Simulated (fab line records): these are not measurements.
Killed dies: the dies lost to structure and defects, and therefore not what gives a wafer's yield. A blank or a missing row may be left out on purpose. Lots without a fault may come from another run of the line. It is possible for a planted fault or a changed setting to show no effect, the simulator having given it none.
A single fault, viewed from 3 desks :: flow nand_harc :: every desk sees just its own numbers, and what lay behind them comes last

== FOR THE TOOL OWNER'S DESK: plasma_asher-02 ==
The tool's own readings at NHARC_P_GATE_STRIP_113 (strips in N2/H2, time 740 s): means of the sampled wafers that have a number, for each lot that ran on this tool. Marked OUT: a lot whose mean sits more than 4 standard deviations from the usual mean, which makes it out of limits; the brackets give that distance.
Columns: A = drypump_motor_current_A at NHARC_P_GATE_STRIP_113, usual 5.57 A; B = heater_power_w at NHARC_P_GATE_STRIP_113, usual 89 W
lot: L348
first seen here: day 5 07:49
A: 5.43
B: 87

lot: L350
first seen here: day 5 23:38
A: 5.53
B: 89

lot: L355
first seen here: day 7 08:05
A: 5.63
B: 91

lot: L354
first seen here: day 7 08:51
A: 5.63
B: 92

lot: L359
first seen here: day 8 00:48
A: 5.53
B: 89

lot: L365
first seen here: day 9 07:02
A: 5.63
B: 93

lot: L366
first seen here: day 9 21:33
A: 5.62
B: 92
This desk's finding: nothing out of limits on any of the 7 lots.

== THE DEFECT DESK ==
What the inspections along the route counted, lot by lot: means of the sampled wafers that have a number. Marked OUT: a lot whose mean sits more than 4 standard deviations from the usual mean, which makes it out of limits; the brackets give that distance.
Columns: A = raw_defect_count at NHARC_P_GATE_INSPECT_68, usual 192
lot: L348
first seen here: day 5 10:39
A: 206

lot: L350
first seen here: day 6 01:56
A: 154

lot: L356
first seen here: day 7 10:01
A: 241

lot: L355
first seen here: day 7 10:37
A: 154

lot: L354
first seen here: day 7 11:23
A: 123

lot: L359
first seen here: day 8 03:17
A: 230

lot: L361
first seen here: day 8 22:29
A: 121

lot: L362
first seen here: day 9 03:55
A: 149

lot: L365
first seen here: day 9 09:38
A: 523

lot: L366
first seen here: day 10 00:05
A: 599 (+4.8) OUT

lot: L368
first seen here: day 10 13:52
A: 183

lot: L371
first seen here: day 11 00:15
A: 193
This desk finds L366 out of limits, L366 being first, at day 10 00:05 (raw_defect_count at NHARC_P_GATE_INSPECT_68). Within limits: L348, L350, L356, L355, L354, L359, L361, L362, L365, L368, L371.

== AT THE METROLOGY DESK ==
Lot by lot, what the gauges showed, no matter which tool ran the lot: averages of those sampled wafers that carry a number. Marked OUT: a lot whose mean sits more than 4 standard deviations from the usual mean, which makes it out of limits; the brackets give that distance.
Columns: A = cd_nm at NHARC_P_GATE_CD_MEAS_59, usual 720.0 nm
lot: L348
first seen here: day 5 04:19
A: 720.1

lot: L350
first seen here: day 5 21:01
A: 719.8

lot: L356
first seen here: day 7 05:22
A: 718.7

lot: L355
first seen here: day 7 05:38
A: 721.5

lot: L354
first seen here: day 7 05:53
A: 721.5

lot: L359
first seen here: day 7 22:34
A: 718.4

lot: L361
first seen here: day 8 16:25
A: 721.6

lot: L362
first seen here: day 8 22:37
A: 721.4

lot: L365
first seen here: day 9 04:48
A: 722.3

lot: L366
first seen here: day 9 19:01
A: 721.5

lot: L368
first seen here: day 10 08:35
A: 717.8

lot: L371
first seen here: day 10 19:23
A: 718.1
This desk's finding: nothing out of limits on any of the 12 lots.

== ALL TOGETHER ==
The defect desk could have raised an alarm at day 10 00:05, on L366.
The desk of the tool owner found nothing out of limits.
Nothing out of limits was seen by the metrology desk.
Tool owner's desk: L366 on record, inside its limits.
The metrology desk has L366 on record, within its limits.
On plasma_asher-02, each named lot ran NHARC_P_GATE_STRIP_113.

== WHAT THE SIMULATOR HAD INSERTED ==
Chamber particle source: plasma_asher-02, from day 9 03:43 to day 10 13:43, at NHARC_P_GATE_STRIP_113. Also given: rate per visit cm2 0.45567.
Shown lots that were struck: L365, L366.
Hours from the fault's start to each desk's first reading out of limits: the defect desk, 20.
